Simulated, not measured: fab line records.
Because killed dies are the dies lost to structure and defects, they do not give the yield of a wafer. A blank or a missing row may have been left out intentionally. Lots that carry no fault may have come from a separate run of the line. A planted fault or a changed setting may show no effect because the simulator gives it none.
Which tool did it? | flow n5Finfet | 9 lots with 25 wafers sampled at 5 steps, on a route of 1938 steps

== WHAT THE GAUGES SHOWED, per wafer ==
N5_BEOL_M4_RC_MEAS_101. Usual: DIBL_N 36.5 mV/V, standard deviation 1.7; DIBL_P 36.3 mV/V, standard deviation 2.1; IOFF_N 0.16 nA/um, standard deviation 0.036; IOFF_P 0.21 nA/um, standard deviation 0.037; ION_N 676 uA/um, standard deviation 12; ION_P 462 uA/um, standard deviation 7.6; SS_N 71.5 mV/dec, standard deviation 0.68; SS_P 73.3 mV/dec, standard deviation 0.63; VT_N 249 mV, standard deviation 3.5; VT_P -250 mV, standard deviation 3.5.
lot  | measured     | on        | DIBL_N (mV/V)  | DIBL_P (mV/V)  | IOFF_N (nA/um) | IOFF_P (nA/um) | ION_N (uA/um) | ION_P (uA/um) | SS_N (mV/dec)  | SS_P (mV/dec)  | VT_N (mV)   | VT_P (mV)      | flag
L581 | day 8 08:06  | prober-01 | 36.5 37.3 37.0 | 36.5 37.2 36.9 | 0.18 0.20 0.19 | 0.22 0.23 0.22 | 682 687 685   | 472 463 466   | 71.6 72.3 72.0 | 73.3 73.7 73.5 | 248 247 244 | -248 -250 -248 | 
L582 | day 8 16:08  | prober-02 | 37.9 37.5 36.5 | 37.5 37.1 36.5 | 0.20 0.21 0.18 | 0.24 0.24 0.22 | 697 696 685   | 470 476 471   | 71.8 71.3 71.8 | 73.1 73.3 72.8 | 243 242 245 | -249 -247 -247 | 
L588 | day 10 03:45 | prober-01 | 32.8 34.0 37.2 | 33.4 34.9 39.0 | 0.11 0.12 0.18 | 0.17 0.19 0.26 | 650 660 685   | 461 457 469   | 70.6 70.8 71.6 | 72.6 72.3 73.8 | 258 252 248 | -251 -252 -244 | 
L597 | day 11 19:54 | prober-01 | 36.5 33.6      | 37.1 34.0      | 0.16 0.13      | 0.22 0.18      | 674 667       | 461 460       | 71.1 70.8      | 73.9 73.0      | 252 252     | -251 -254      | 
L599 | day 12 18:10 | prober-02 | 38.1 36.4      | 39.1 37.8      | 0.23 0.19      | 0.26 0.24      | 689 693       | 467 473       | 72.1 71.6      | 73.5 74.1      | 245 247     | -246 -248      | 
L600 | day 12 20:24 | prober-01 | 34.3 34.4 37.6 | 33.5 33.2 38.1 | 0.11 0.11 0.17 | 0.15 0.14 0.21 | 657 643 670   | 452 441 459   | 71.1 70.9 71.1 | 72.8 72.3 73.7 | 255 261 250 | -257 -260 -251 | 
L601 | day 13 01:03 | prober-02 | 37.4 36.9 37.0 | 38.3 37.2 37.3 | 0.16 0.16 0.16 | 0.22 0.21 0.21 | 676 682 667   | 461 461 463   | 71.4 70.6 71.3 | 74.0 73.2 72.6 | 251 250 250 | -249 -251 -248 | 
L602 | day 13 05:24 | prober-01 | 35.0 35.4 38.7 | 34.1 34.3 38.4 | 0.12 0.12 0.18 | 0.17 0.17 0.23 | 665 669 678   | 457 455 464   | 71.3 71.1 72.1 | 72.2 72.6 74.3 | 252 252 247 | -251 -255 -248 | 
L604 | day 13 22:10 | prober-01 | 39.0 36.7 35.6 | 37.7 36.5 34.4 | 0.19 0.16 0.13 | 0.24 0.24 0.19 | 679 689 679   | 463 480 464   | 73.4 70.5 71.2 | 74.3 73.0 72.9 | 246 248 250 | -247 -246 -252 | 

== TOOL THAT RAN EACH LOT (tool first, then ch and the chambers of the sampled wafers, then the start) ==
lot  | N5_BEOL_M4_DESCUM_33              | N5_BEOL_M4_ETCH_77                | N5_BEOL_M4_ETCH_70                | N5_BEOL_M4_TRENCH_ETCH_37
L581 | rieDiel-02 ch 0,2, day 7 21:34    | rieDiel-02 ch 0,2, day 7 21:37    | rieDiel-02 ch 0,1, day 8 02:28    | rieDiel-02 ch 0,1, day 8 08:06 or earlier
L582 | rieDiel-03 ch 0,2,3, day 8 05:37  | rieDiel-03 ch 0,2,3, day 8 05:38  | rieDiel-02 ch 0,2,3, day 8 11:02  | rieDiel-02 ch 0,2,3, day 8 16:08 or earlier
L588 | rieDiel-06 ch 1,2,3, day 9 20:26  | rieDiel-06 ch 1,2,3, day 9 20:28  | rieDiel-02 ch 0,1,3, day 9 22:50  | rieDiel-02 ch 0,1,3, day 10 03:45 or earlier
L597 | rieDiel-06 ch 2,3, day 11 12:12   | rieDiel-06 ch 2,3, day 11 12:14   | rieDiel-02 ch 1,3, day 11 15:22   | rieDiel-02 ch 1,3, day 11 19:54 or earlier
L599 | rieDiel-03 ch 0, day 11 21:03     | rieDiel-03 ch 0, day 11 21:05     | rieDiel-02 ch 0,1, day 12 13:48   | rieDiel-02 ch 0,1, day 12 18:10 or earlier
L600 | rieDiel-02 ch 0,1,3, day 12 09:34 | rieDiel-02 ch 0,1,3, day 12 09:36 | rieDiel-06 ch 0,2,3, day 12 14:04 | rieDiel-06 ch 0,2,3, day 12 20:24 or earlier
L601 | rieDiel-02 ch 1,2,3, day 12 19:33 | rieDiel-02 ch 1,2,3, day 12 19:35 | rieDiel-03 ch 0,1, day 12 20:30   | rieDiel-03 ch 0,1, day 13 01:03 or earlier
L602 | rieDiel-06 ch 0,1,3, day 12 21:28 | rieDiel-06 ch 0,1,3, day 12 21:29 | rieDiel-06 ch 1,2, day 12 23:35   | rieDiel-06 ch 1,2, day 13 05:24 or earlier
L604 | rieDiel-06 ch 0,1, day 13 09:32   | rieDiel-06 ch 0,1, day 13 09:34   | rieDiel-06 ch 0,3, day 13 17:40   | rieDiel-06 ch 0,3, day 13 22:10 or earlier
- N5_BEOL_M4_DESCUM_33: chemistry O2, time 7 s.
- N5_BEOL_M4_ETCH_77: etches underlayer in N2/H2, target depth 6.5 nm, time 5.2 s.
- N5_BEOL_M4_ETCH_70: etches SOC in N2/H2, target depth 80 nm, overetch 24 nm, time 130 s.
- N5_BEOL_M4_TRENCH_ETCH_37: etches SiOC in C4F6/O2, target depth 55.555 nm, time 29.2 s.

== WHAT THE TOOLS THEMSELVES READ (means of the sampled wafers that have a number; where no wafer has one, the mark that the record gives instead) ==
N5_BEOL_M4_DESCUM_33. Usual: drypumpMotorCurrentA 5.64 A, standard deviation 0.3; oesProductAu 0.75 a.u., standard deviation 0.082; rfVppV 243.3 V, standard deviation 1.3; showerheadPlenumPTorr 2.10 Torr, standard deviation 0.076; throttleValvePct 20.48 %, standard deviation 0.26.
lot  | tool       | drypumpMotorCurrentA (A) | oesProductAu (a.u.) | rfVppV (V) | showerheadPlenumPTorr (Torr) | throttleValvePct (%) | flag
L581 | rieDiel-02 | 5.51                     | 0.71                | 243.4      | 2.08                         | 20.36                | 
L582 | rieDiel-03 | 5.86                     | 0.78                | 244.4      | 2.10                         | 20.35                | 
L588 | rieDiel-06 | 5.65                     | 0.81                | 243.9      | 2.10                         | 20.41                | 
L597 | rieDiel-06 | 5.73                     | 0.82                | 243.2      | 2.10                         | 20.19                | 
L599 | rieDiel-03 | 5.51                     | 0.75                | 242.4      | 1.98                         | 20.39                | 
L600 | rieDiel-02 | 5.66                     | 0.69                | 242.7      | 2.09                         | 20.71                | 
L601 | rieDiel-02 | 5.60                     | 0.79                | 243.0      | 2.08                         | 20.52                | 
L602 | rieDiel-06 | 5.52                     | 0.71                | 242.7      | 2.07                         | 20.58                | 
L604 | rieDiel-06 | 5.68                     | 0.70                | 243.9      | 2.12                         | 20.71                | 

N5_BEOL_M4_ETCH_77. Usual: drypumpMotorCurrentA 5.64 A, standard deviation 0.3; etchRfOnTimeS 5.18 s, standard deviation 0.13; oesProductAu 0.64 a.u., standard deviation 0.069; rfVppV 524.2 V, standard deviation 2.9; showerheadPlenumPTorr 2.55 Torr, standard deviation 0.088; throttleValvePct 17.96 %, standard deviation 0.25.
lot  | tool       | drypumpMotorCurrentA (A) | etchRfOnTimeS (s) | oesProductAu (a.u.) | rfVppV (V) | showerheadPlenumPTorr (Torr) | throttleValvePct (%) | flag
L581 | rieDiel-02 | 5.53                     | 5.34              | 0.59                | 523.8      | 2.51                         | 17.75                | 
L582 | rieDiel-03 | 5.85                     | 5.25              | 0.66                | 525.1      | 2.55                         | 17.91                | 
L588 | rieDiel-06 | 5.64                     | 5.14              | 0.68                | 523.1      | 2.55                         | 17.82                | 
L597 | rieDiel-06 | 5.77                     | 5.16              | 0.69                | 523.7      | 2.56                         | 17.66                | 
L599 | rieDiel-03 | 5.58                     | 5.10              | 0.64                | 520.4      | 2.44                         | 18.16                | 
L600 | rieDiel-02 | 5.67                     | 5.29              | 0.59                | 523.7      | 2.53                         | 18.11                | 
L601 | rieDiel-02 | 5.61                     | 5.12              | 0.68                | 524.3      | 2.53                         | 18.00                | 
L602 | rieDiel-06 | 5.48                     | 5.20              | 0.60                | 522.9      | 2.52                         | 18.03                | 
L604 | rieDiel-06 | 5.68                     | 5.19              | 0.60                | 524.4      | 2.59                         | 18.18                | 

N5_BEOL_M4_ETCH_70. Usual: drypumpMotorCurrentA 5.65 A, standard deviation 0.29; oesProductAu 0.54 a.u., standard deviation 0.045; rfVppV 524.1 V, standard deviation 2.6; showerheadPlenumPTorr 2.55 Torr, standard deviation 0.087; tempC 40.00 C, standard deviation 0.11; throttleValvePct 17.94 %, standard deviation 0.23.
lot  | tool       | drypumpMotorCurrentA (A) | oesProductAu (a.u.) | rfVppV (V) | showerheadPlenumPTorr (Torr) | tempC (C) | throttleValvePct (%) | flag
L581 | rieDiel-02 | 5.79                     | 0.53                | 525.4      | 2.58                         | 39.96     | 17.97                | 
L582 | rieDiel-02 | 5.51                     | 0.53                | 522.2      | 2.51                         | 40.02     | 17.91                | 
L588 | rieDiel-02 | 5.67                     | 0.52                | 523.2      | 2.54                         | 39.99     | 18.03                | 
L597 | rieDiel-02 | 5.72                     | 0.52                | 524.8      | 2.55                         | 40.17     | 18.22                | 
L599 | rieDiel-02 | 5.73                     | 0.51                | 525.0      | 2.55                         | 39.99     | 17.96                | 
L600 | rieDiel-06 | 5.76                     | 0.56                | 524.8      | 2.59                         | 40.00     | 17.76                | 
L601 | rieDiel-03 | 5.50                     | 0.53                | 522.1      | 2.50                         | 40.10     | 18.08                | 
L602 | rieDiel-06 | 5.69                     | 0.56                | 524.4      | 2.58                         | 39.95     | 18.03                | 
L604 | rieDiel-06 | 5.63                     | 0.52                | 523.8      | 2.56                         | 39.93     | 17.93                | 

N5_BEOL_M4_TRENCH_ETCH_37. Usual: drypumpMotorCurrentA 5.65 A, standard deviation 0.29; oes_f_703_au 0.74 a.u., standard deviation 0.064; oesProductAu 0.73 a.u., standard deviation 0.063; rfVppV 663 V, standard deviation 12; showerheadPlenumPTorr 2.85 Torr, standard deviation 0.091; throttleValvePct 20.91 %, standard deviation 0.23.
lot  | tool       | drypumpMotorCurrentA (A) | oes_f_703_au (a.u.) | oesProductAu (a.u.) | rfVppV (V) | showerheadPlenumPTorr (Torr) | throttleValvePct (%) | flag
L581 | rieDiel-02 | 5.80                     | 0.71                | 0.70                | 672        | 2.89                         | 20.91                | 
L582 | rieDiel-02 | 5.53                     | 0.72                | 0.71                | 665        | 2.81                         | 20.95                | 
L588 | rieDiel-02 | 5.68                     | 0.71                | 0.70                | 667        | 2.84                         | 21.04                | 
L597 | rieDiel-02 | 5.72                     | 0.71                | 0.70                | 667        | 2.85                         | 21.20                | 
L599 | rieDiel-02 | 5.73                     | 0.68                | 0.68                | 671        | 2.85                         | 20.91                | 
L600 | rieDiel-06 | 5.77                     | 0.78                | 0.78                | 659        | 2.89                         | 20.80                | 
L601 | rieDiel-03 | 5.50                     | 0.74                | 0.72                | 652        | 2.78                         | 20.90                | 
L602 | rieDiel-06 | 5.70                     | 0.76                | 0.76                | 681        | 2.88                         | 21.10                | 
L604 | rieDiel-06 | 5.62                     | 0.71                | 0.71                | 656        | 2.85                         | 20.90                | 

== THE ANSWER, worked out from the rows above alone ==
Rule: a lot is off if the mean of its wafers that have a number lies more than 3 standard deviations from the usual mean. Also off: a lot with no number at a reading for which 4 or more lots have one. All remaining lots with rows at the step are treated as sound. The gauges are gone through in route order, then the tools' own readings, and for those a lot's mean is taken as printed above. The first step at which some lot is off is used, and at that step the reading that is off furthest; a lot without a number counts as furthest.
None of the lots is off at any reading shown; this tells nothing.

== WHAT THE SIMULATOR HAD INSERTED ==
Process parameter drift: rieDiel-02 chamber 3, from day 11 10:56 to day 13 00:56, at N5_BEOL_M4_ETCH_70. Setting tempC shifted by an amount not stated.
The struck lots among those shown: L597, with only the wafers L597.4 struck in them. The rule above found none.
